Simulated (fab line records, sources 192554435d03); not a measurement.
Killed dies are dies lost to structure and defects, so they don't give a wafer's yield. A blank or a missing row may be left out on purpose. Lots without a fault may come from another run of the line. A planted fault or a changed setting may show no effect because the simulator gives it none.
Which tool did it? | flow n5_finfet | 13 lots, 38 wafers sampled, at 3 steps of a route of 1938

WHAT THE GAUGES READ, wafer by wafer
The record holds no reading of a measuring or inspecting step that can be judged against a usual standard deviation.

WHICH TOOL RAN EACH LOT (tool, then ch and the chambers of the sampled wafers, then the start)
lot  | N5_BEOL_M7_CVD_78                | N5_MIM_TOP_ALD_01                           | N5_PASSIVATION_PROBE_49
L414 | cvd_co-01 ch 1,2, day 10 15:23   | ald_hk-01 ch 0,2, no start                  | -
L413 | cvd_co-02 ch 0,1, day 10 22:41   | ald_hk-03 ch 0,3, no start                  | -
L415 | cvd_co-01 ch 0,1,2, day 11 00:04 | ald_hk-02 ch 0,2,3, no start                | -
L416 | cvd_co-01 ch 0,1, day 11 20:54   | ald_hk-02 ch 1,2,3, no start                | -
L418 | cvd_co-02 ch 0,1, day 11 21:41   | ald_hk-01 ch 0,1,3, no start                | -
L417 | cvd_co-01 ch 0,1,2, day 11 23:55 | ald_hk-01 ch 1,2, no start                  | -
L419 | cvd_co-01 ch 0,1,2, day 12 00:14 | ald_hk-02 ch 0,1,2, no start                | -
L420 | cvd_co-01 ch 0,1,2, day 12 08:59 | ald_hk-03 ch 1,2, no start                  | -
L421 | cvd_co-01 ch 0,1,2, day 13 00:08 | ald_hk-01 ch 0,2,3, no start                | -
L425 | cvd_co-02 ch 0,2, day 13 15:18   | ald_hk-03 ch 1,2, no start                  | -
L423 | cvd_co-01 ch 0,1,2, day 13 15:44 | ald_hk-02 ch 0,2,3, day 16 18:01 or earlier | prober-01, day 16 18:01
L434 | cvd_co-02 ch 0,1,2, day 16 07:19 | ald_hk-03 ch 0,1,3, no start                | -
L435 | cvd_co-02 ch 0,2, day 16 09:37   | ald_hk-01 ch 0,1,3, no start                | -
- N5_BEOL_M7_CVD_78: deposits Co from CCTBA/H2, target thk 2 nm, time 142.3 s.
- N5_MIM_TOP_ALD_01: deposits HfO2, target thk 5.6 nm, pulse time 1 s, purge time 3 s.
- N5_PASSIVATION_PROBE_49

WHAT THE TOOLS THEMSELVES READ (means of the sampled wafers that have a number; where no wafer has one, the mark that the record gives instead)
N5_MIM_TOP_ALD_01.
lot  | tool      | precursor_pulse_height_rel
L414 | ald_hk-01 | 0.971
L413 | ald_hk-03 | 0.995
L415 | ald_hk-02 | 0.999
L416 | ald_hk-02 | 0.982
L418 | ald_hk-01 | 0.990
L417 | ald_hk-01 | 1.009
L419 | ald_hk-02 | 1.017
L420 | ald_hk-03 | 1.001
L421 | ald_hk-01 | 1.001
L425 | ald_hk-03 | 1.013
L423 | ald_hk-02 | 1.011
L434 | ald_hk-03 | 1.000
L435 | ald_hk-01 | 0.978

N5_PASSIVATION_PROBE_49.
lot  | tool      | defect_limited_yield (%) | killed_at_M0_to_M3 | killed_at_M4_up | killed_at_contacts | killed_at_front_end | killed_at_other | killed_dies | killed_open | killed_short | sort_bin_5_function (%) | sort_bin_6_memory (%) | sort_bin_8_speed (%) | sort_n_pass | sort_yield_pct (%)
L423 | prober-01 | 88.2                     | 41                 | 56              | 7                  | 32                  | 3               | 139         | 59          | 33           | 7.3                     | 2.9                   | 0.00                 | 1041        | 88.2

THE ANSWER, worked out from the rows above alone
Rule: what is usual is taken from the lots themselves. Put in order of their means at a reading, lots are off if they are a third of the lots or fewer, leave a main group of 4 or more, and stand apart from it by a gap of 3 or more times the standard deviation of the main group's means; of several such gaps the widest counts. A main group whose means are all the same, to the digits that the tables above print for the reading, isn't used. A lot without any number at a reading at which 4 lots or more have one is off too. The other lots that the step has rows for count as sound. The gauges are gone through in route order, then the tools' own readings, and for those a lot's mean is taken as printed above. The first step at which some lot is off is used, and at that step the reading that is off furthest; a lot without a number counts as furthest.
No lot is off at any reading shown: from this, nothing can be told.

WHAT THE SIMULATOR HAD PUT IN
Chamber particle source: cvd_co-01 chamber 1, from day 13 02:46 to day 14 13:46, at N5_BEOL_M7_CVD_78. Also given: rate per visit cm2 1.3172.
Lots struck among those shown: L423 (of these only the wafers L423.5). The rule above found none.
